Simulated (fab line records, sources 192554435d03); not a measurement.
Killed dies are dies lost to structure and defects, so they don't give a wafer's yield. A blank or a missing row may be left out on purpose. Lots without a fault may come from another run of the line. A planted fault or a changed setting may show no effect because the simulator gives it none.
Chamber matching | flow n5_finfet | N5_BEOL_M4_PECVD_72 on pecvd-02: 3 sister chambers
The step deposits SiO2 from TEOS/O2, target thk 16 nm, time 18 s. 6 wafers are shown with their chamber, then 10 later ones without.

WAFERS WITH THEIR CHAMBER
wafer  | chamber | showerhead_plenum_p_Torr (Torr) | throttle_valve_pct (%)
L087.1 | 2       | 8.83                            | 22.0
L090.2 | 2       | 8.85                            | 21.7
L090.4 | 0       | 8.75                            | 21.5
L090.6 | 1       | 8.70                            | 21.3
L089.1 | 1       | 8.70                            | 21.6
L089.3 | 0       | 8.74                            | 21.6

WAFERS WITHOUT THEIR CHAMBER
wafer  | showerhead_plenum_p_Torr (Torr) | throttle_valve_pct (%)
L089.5 | 8.73                            | 21.4
L092.4 | 8.82                            | 22.0
L092.5 | 8.74                            | 21.7
L092.6 | 8.71                            | 21.5
L093.2 | 8.82                            | 21.8
L093.4 | 8.69                            | 21.2
L093.5 | 8.81                            | 22.0
L094.2 | 8.82                            | 21.8
L094.4 | 8.74                            | 21.6
L094.6 | 8.69                            | 21.1

WHICH CHAMBER EACH WENT THROUGH
wafer  | from the rows above     | in truth
L089.5 | can't be placed: 0 or 1 | 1
L092.4 | 2                       | 2
L092.5 | 0                       | 0
L092.6 | 1                       | 1
L093.2 | 2                       | 2
L093.4 | 1                       | 1
L093.5 | 2                       | 2
L094.2 | 2                       | 2
L094.4 | 0                       | 0
L094.6 | 1                       | 1
Placed correctly: 9 of 10. Can't be placed from these rows: 1 (the true chamber is among the candidates in 1). Placed wrongly: 0.
How it was worked out, from the rows above alone: a wafer's distance from a chamber is the root of the sum, over the readings, of the square of ((its reading less the chamber's mean) divided by the reading's scatter). The wafer belongs to the nearest chamber; if the next one is less than 2 further off, it can't be placed. A chamber's mean is the mean of its shown wafers. The scatter: the root of (the sum of the squares of (reading less its chamber's mean) over the shown wafers, divided by (wafers less chambers)).
